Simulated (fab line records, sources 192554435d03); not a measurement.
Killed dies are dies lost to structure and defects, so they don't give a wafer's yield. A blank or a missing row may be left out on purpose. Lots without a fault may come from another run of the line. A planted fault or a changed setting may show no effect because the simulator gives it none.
fab line records | flow n5_finfet
record lots=9 wafers=27 last_day=18
route steps=1938 shown GATE_CUT@498 BEOL_M4@1111
lots that met no fault: from a run of the same line without faults
start_h: hours from the record's first day to the start of the lot's first wafer shown | wait_h: hours since the lot's step before | " the same as in the row above | L1.1+2: a row that stands for several wafers | - no value, or no start given | * or withheld: withheld | < > ~ a bound
route shown NAME@n: a module of which the file shows steps, and the number in the route of the first | usual: mean/standard deviation of fault-free wafers | same: alike in all rows | chamber/n: place in a boat | sites: the reading at each site | _std_site: their standard deviation | _edge_site: outer sites' mean less inner sites' | radius_mm: how far each site lies from the wafer's centre | mask NAME#n: copy n | behind: the tool/chamber that last shaped the wafer | hold: why the lot was held/for how many hours/how that ended | device: the transistor (n, p or np) that didn't switch | end of line: the same wafers' tests at the end of the route | a step without rows: its recipe alone | killed: dies lost to structure and defects at the first sort, not the wafer's yield | map: a wafer's dies, x killed, . not, _ none there
set.NAME: the setting as run; set.NAME@STEP: as run at that earlier step | model.NAME: the simulator's own value behind a step, which no gauge read
steps of the route over a sample of lots; a table a step, a row a wafer
services: from which hour (start_h, from the record's first day; less than 0 if before it) a tool's chamber was out of use, for how many hours, and why
## steps
# step N5_GATE_CUT_STRIP_42
# recipe chemistry=O2 power_w=400 temp_c=40 pressure_mtorr=30 rf_frequency_hz=6e+07 bias_power_w=0 overash_fraction=0.3 o2_flow_sccm=225
# usual drypump_motor_current_A=5.6/0.51 oes_product_au=0.76/0.077 rf_vpp_V=3.6/0.49 showerhead_plenum_p_Torr=2.09/0.067 throttle_valve_pct=16.79/0.26
# same bias_power_w=0
# columns lot.wafer tool chamber start_h wait_h drypump_motor_current_A oes_product_au rf_hours_counter_h rf_vpp_V showerhead_plenum_p_Torr throttle_valve_pct
L551.1 rie_diel-04 1 108.26 0.0 6.5 0.81 87 3.9 2.14 16.47
L551.3 " 2 " " 6.1 0.72 201 4.2 2.17 17.04
L551.5 " 2 " " 6.1 0.72 - 4.4 2.17 17.05
L555.2 rie_diel-06 1 138.23 0.0 5.1 0.67 250 3.4 1.98 16.91
L555.4 " 3 " " 5.3 0.75 148 3.3 1.99 16.83
L555.5 " 2 " " 4.8 0.68 - 4.0 2.15 16.82
L556.2 rie_diel-04 3 138.82 0.0 5.3 0.72 196 3.4 2.17 16.58
L556.4 " 1 " " 6.5 0.80 96 4.2 2.13 16.48
L556.6 " 2 " " 6.1 0.70 - 3.3 2.17 17.06
L557.2 rie_diel-02 2 141.91 0.0 5.8 0.67 214 3.5 2.05 16.37
L557.4 " 3 " " 5.0 0.78 123 3.4 2.01 17.00
L557.5 " 3 " " 5.1 0.79 - 4.1 2.01 17.03
L562.2 rie_diel-04 3 175.56 0.0 5.3 0.71 208 4.8 2.17 16.61
L562.3 " 0 " " 5.5 0.70 248 3.4 2.08 17.27
L562.5 " 2 " " 6.2 0.69 - 3.2 2.17 17.08
L565.2 rie_diel-06 0 186.09 0.0 5.3 0.85 58 3.5 2.06 16.86
L565.4 " 0 " " 5.3 0.85 - 3.3 2.06 16.87
L565.6 " 2 " " 4.8 0.98 - 3.6 2.15 16.30
L568.4 rie_diel-04 3 209.25 0.0 5.3 0.71 218 3.1 2.17 16.62
L568.5 " 2 " " 6.1 0.68 - 3.3 2.16 17.11
L568.6 " 1 " " 6.5 0.78 - 3.5 2.13 16.53
L571.1 rie_diel-04 0 225.20 0.0 5.5 0.95 6 2.8 2.08 16.81
L571.4 " 3 " " 5.3 0.70 223 3.9 2.16 16.64
L571.5 " 3 " " 5.3 0.69 - 3.2 2.16 16.62
L570.1 rie_diel-02 3 225.72 0.0 5.0 0.76 145 3.7 2.00 17.04
L570.2 " 0 " " 6.0 0.74 187 3.7 2.06 16.97
L570.3 " 2 " " 5.7 0.66 240 3.4 2.04 16.39
# step N5_GATE_CUT_CUT_ETCH_55
# recipe chemistry=BCl3 target=HfO2 mask_material=SiO2 target_depth_a=32 ion_energy_ev=30 pressure_mtorr=5 icp_w=450 bias_w=18 bcl3_flow_sccm=80
# usual drypump_motor_current_A=5.6/0.39 oes_product_au=0.75/0.12 throttle_valve_pct=33.2/0.49
# columns lot.wafer tool chamber start_h wait_h drypump_motor_current_A oes_product_au rf_hours_counter_h throttle_valve_pct
L551.1 rie_metal-03 0 108.54 0.0 4.7 0.74 58 33.5
L551.3 " 0 " " 4.7 0.74 - 33.6
L551.5 " 1 " " 5.8 0.65 - 32.3
L555.2 rie_metal-02 0 138.49 0.0 5.8 0.63 103 33.2
L555.4 " 0 " " 5.7 0.63 - 33.3
L555.5 " 1 " " 5.4 0.92 - 33.2
L556.2 rie_metal-02 0 139.08 0.0 5.8 0.63 104 33.2
L556.4 " 0 " " 5.8 0.63 - 33.3
L556.6 " 0 " " 5.8 0.64 - 33.2
L557.2 rie_metal-02 1 142.18 0.0 5.4 0.91 11 33.2
L557.4 " 0 " " 5.8 0.64 - 33.3
L557.5 " 1 " " 5.4 0.91 - 33.2
L562.2 rie_metal-02 1 175.83 0.0 5.4 0.91 13 33.2
L562.3 " 1 " " 5.4 0.90 - 33.2
L562.5 " 1 " " 5.4 0.90 - 33.2
L565.2 rie_metal-03 1 186.36 0.0 5.8 0.62 106 32.3
L565.4 " 1 " " 5.8 0.62 - 32.3
L565.6 " 0 " " 4.7 0.73 - 33.5
L568.4 rie_metal-03 1 209.53 0.0 5.8 0.63 - 32.3
L568.5 " 0 " " 4.7 0.73 - 33.5
L568.6 " 1 " " 5.8 0.63 - 32.3
L571.1 rie_metal-03 1 225.47 0.0 5.8 0.63 109 32.3
L571.4 " 1 " " 5.8 0.63 - 32.3
L571.5 " 0 " " 4.7 0.72 - 33.5
L570.1 rie_metal-01 1 225.99 0.0 5.8 0.81 29 33.9
L570.2 " 0 " " 6.4 0.93 3 33.4
L570.3 " 1 " " 5.8 0.81 - 33.9
# step N5_GATE_CUT_ALD_22
# recipe material=SiNx target_thk_a=160 temp_c=400 ald_precursor_family=SiH2I2 ald_co_reactant=N2/H2-plasma pulse_time_s=1 ald_cycles=320 purge_time_s=2 co_reactant_purge_time_s=2 pressure_torr=2
# usual heater_power_w=814/62 precursor_pulse_height_rel=1.001/0.021
# columns lot.wafer tool chamber start_h wait_h heater_power_w precursor_pulse_height_rel
L551.1 ald_sin-04 1 108.86 0.0 866 1.040
L551.3 " 0 " " 888 0.996
L551.5 " 3 " " 806 0.997
L555.2 ald_sin-04 1 138.82 0.0 880 0.995
L555.4 " 3 " " 797 1.009
L555.5 " 1 " " 868 0.980
L556.2 ald_sin-03 1 139.41 0.0 751 0.999
L556.4 " 2 " " 888 1.003
L556.6 " 2 " " 857 1.040
L557.2 ald_sin-04 1 142.50 0.0 863 1.010
L557.4 " 0 " " 908 1.008
L557.5 " 0 " " 878 0.977
L562.2 ald_sin-02 3 176.16 0.0 794 0.981
L562.3 " 0 " " 790 1.022
L562.5 " 0 " " 824 0.985
L565.2 ald_sin-03 3 186.76 0.1 827 1.023
L565.4 " 0 " " 728 0.976
L565.6 " 0 " " 736 1.008
L568.4 ald_sin-03 1 209.96 0.1 756 0.999
L568.5 " 2 " " 869 1.019
L568.6 " 3 " " 821 1.004
L571.1 ald_sin-03 1 225.83 0.0 763 1.018
L571.4 " 3 " " 817 0.995
L571.5 " 2 " " 889 1.034
L570.1 ald_sin-02 1 226.32 0.0 846 1.035
L570.2 " 2 " " 642 1.027
L570.3 " 3 " " 738 1.045
# step N5_GATE_CUT_CMP_23
# recipe stop_on=SiO2 t_overpolish_s=23.4 post_cmp_clean=alkaline_brush down_force_psi=2.5 platen_rpm=51.8 pad_velocity_m_s=1.0307 target_thk_nm=16
# usual head_pressure_psi=2.500/0.0057 motor_current_A=9.2/0.94 overpolish_run_s=23.400/0.0084 time_to_endpoint_s=18/3.6
# columns lot.wafer tool chamber start_h wait_h head_pressure_psi motor_current_A overpolish_run_s time_to_endpoint_s
L551.1 cmp-01 3 110.43 0.8 2.496 8.5 23.399 19
L551.3 " 0 " " 2.504 8.1 23.399 18
L551.5 " 1 " " 2.502 10.5 23.404 21
L555.2 cmp-02 2 140.31 0.8 2.501 9.7 23.391 20
L555.4 " 0 " " 2.508 8.8 23.406 20
L555.5 " 3 " " 2.487 8.4 23.396 19
L556.2 cmp-03 2 141.16 1.0 2.492 8.8 23.409 20
L556.4 " 0 " " 2.494 10.8 23.392 13
L556.6 " 2 " " 2.505 8.5 23.416 21
L557.4 cmp-03 2 143.99 0.8 2.509 8.8 23.382 18
L557.2 " 1 " " 2.495 9.4 23.411 20
L557.5 " 2 " " 2.507 8.8 23.403 16
L562.3 cmp-03 0 177.68 0.8 2.628 11.2 23.405 9
L562.2 " 2 " " 2.498 8.6 23.398 19
L562.5 " 3 " " 2.493 9.2 23.401 15
L565.2 cmp-01 2 188.25 0.8 2.495 9.1 23.413 18
L565.4 " 3 " " 2.499 8.5 23.413 17
L565.6 " 3 " " 2.494 8.4 23.399 19
L568.4 cmp-02 0 211.45 0.8 2.492 8.7 23.392 18
L568.5 " 0 " " 2.489 8.8 23.400 16
L568.6 " 1 " " 2.504 9.0 23.400 19
L571.4 cmp-02 3 227.36 0.1 2.496 8.0 23.402 22
L571.1 " 1 " " 2.515 8.3 23.400 24
L571.5 " 2 " " 2.498 9.9 23.403 19
L570.3 cmp-03 3 227.81 0.8 2.487 9.2 23.388 15
L570.1 " 0 " " 2.503 10.6 23.414 13
L570.2 " 2 " " 2.492 8.8 23.402 17
# step N5_BEOL_M4_RC_MEAS_101
# usual DIBL_N=35.4/2.1 DIBL_P=34.8/2.6 IOFF_N=0.15/0.037 IOFF_P=0.19/0.037 ION_N=677/16 ION_P=462/9.3 SS_N=71.4/0.75 SS_P=72.9/0.77 VT_N=250/3.7 VT_P=-251/3.5
# columns lot.wafer tool chamber start_h wait_h DIBL_N[mV/V] DIBL_P[mV/V] IOFF_N[nA/um] IOFF_P[nA/um] ION_N[uA/um] ION_P[uA/um] SS_N[mV/dec] SS_P[mV/dec] VT_N[mV] VT_P[mV]
L551.1 prober-02 0 198.45 0.2 34.7 35.4 0.15 0.18 697 463 70.7 72.6 249 -256
L551.3 " 0 " " 31.1 31.0 0.09 0.13 665 461 70.3 71.1 256 -256
L551.5 " 0 " " 35.3 35.7 0.14 0.19 679 464 71.1 72.5 249 -252
L556.2 prober-01 0 226.06 0.2 35.4 34.8 0.16 0.21 662 463 71.6 72.6 246 -248
L556.4 " 0 " " 33.4 32.0 0.12 0.17 666 464 71.6 72.0 251 -251
L556.6 " 0 " " 37.0 37.2 0.20 0.26 682 465 73.0 73.6 245 -245
L555.2 prober-01 0 226.99 0.6 35.8 35.1 0.16 0.19 697 474 71.5 72.5 246 -249
L555.4 " 0 " " 36.6 34.8 0.16 0.19 688 464 71.2 73.1 247 -251
L555.5 " 0 " " 36.7 35.7 0.16 0.20 690 471 71.1 72.8 247 -250
L557.2 prober-01 0 230.56 0.2 34.5 34.6 0.13 0.17 684 464 71.4 72.2 252 -252
L557.4 " 0 " " 36.8 37.8 0.15 0.20 669 453 71.6 73.7 251 -255
L557.5 " 0 " " 36.8 36.9 0.16 0.19 668 457 71.8 73.4 249 -253
L562.2 prober-01 0 255.53 0.2 33.4 32.6 0.11 0.17 661 455 71.3 72.1 254 -250
L562.3 " 0 " " 32.9 31.6 0.10 0.15 643 453 70.7 72.0 260 -253
L562.5 " 0 " " 36.4 34.9 0.15 0.20 652 452 72.4 72.8 253 -249
L565.2 prober-01 0 269.96 0.2 33.1 32.2 0.11 0.15 662 448 69.8 71.9 252 -255
L565.4 " 0 " " 32.3 31.9 0.11 0.15 682 472 70.4 73.0 253 -253
L565.6 " 0 " " 33.5 33.4 0.13 0.16 668 456 71.0 72.7 251 -251
L568.4 prober-01 0 303.34 0.5 35.9 34.1 0.13 0.15 656 449 71.6 72.8 255 -254
L568.5 " 0 " " 39.2 39.1 0.20 0.22 709 469 72.2 74.6 245 -253
L568.6 " 0 " " 35.8 33.8 0.13 0.14 668 445 71.5 73.2 254 -261
L571.1 prober-02 0 326.03 0.0 38.0 40.0 0.22 0.26 710 477 72.6 73.7 242 -247
L571.4 " 0 " " 36.1 37.1 0.18 0.23 701 476 71.7 73.3 247 -250
L571.5 " 0 " " 36.0 36.9 0.17 0.21 689 467 71.4 73.6 246 -250
L570.1 prober-01 0 327.31 0.0 35.5 35.0 0.15 0.23 676 468 71.7 73.1 254 -243
L570.2 " 0 " " 32.7 31.9 0.11 0.18 672 472 70.3 71.7 254 -247
L570.3 " 0 " " 35.4 36.6 0.16 0.25 688 474 71.5 72.9 249 -244
## services
# columns tool chamber start_h hours kind
rie_diel-02 3 87.44 2.6 repair
ald_sin-03 1 94.06 38.2 repair
rie_diel-04 2 109.23 1.6 repair
rie_diel-06 2 112.41 19.7 repair
rie_metal-03 0 118.19 7.1 repair
cmp-03 - 132.68 4.0 pm
rie_diel-04 0 138.95 5.4 repair
cmp-01 - 138.97 12.9 pm
cmp-01 - 152.89 1.3 repair
ald_sin-03 2 160.21 7.0 repair
ald_sin-04 - 170.99 6.1 pm
rie_diel-02 1 177.11 5.9 repair
ald_sin-02 - 177.62 14.0 pm
rie_diel-06 1 184.00 81.3 repair
rie_diel-02 3 191.84 6.5 repair
rie_diel-04 2 198.53 2.8 repair
cmp-03 - 200.72 4.6 pm
rie_metal-03 1 200.76 2.8 repair
ald_sin-02 0 203.30 2.6 repair
cmp-03 - 215.20 0.3 repair
rie_diel-06 2 218.19 13.6 repair
cmp-03 - 218.81 6.2 pm
rie_diel-06 0 220.16 6.2 repair
ald_sin-03 - 224.47 0.7 repair
## key
first_sign step=N5_GATE_CUT_CMP_23 reading=head_pressure_psi direction=up sigmas=23 usual=2.500 struck=2.628
effect none on later readings
met_at N5_GATE_CUT_CMP_23
struck_lots L562
struck_wafers L562.3
not_acting_at N5_GATE_CUT_STRIP_42,N5_GATE_CUT_CUT_ETCH_55,N5_GATE_CUT_ALD_22
onset_between 141.16 177.68
fault kind=process_parameter_drift tool=cmp-03 chamber=0 onset_h=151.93 steps=N5_GATE_CUT_CMP_23 channel=down_force_psi offset=0.1316 shape=step end_h=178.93 acts_in=these_recipes_only stated=2.5
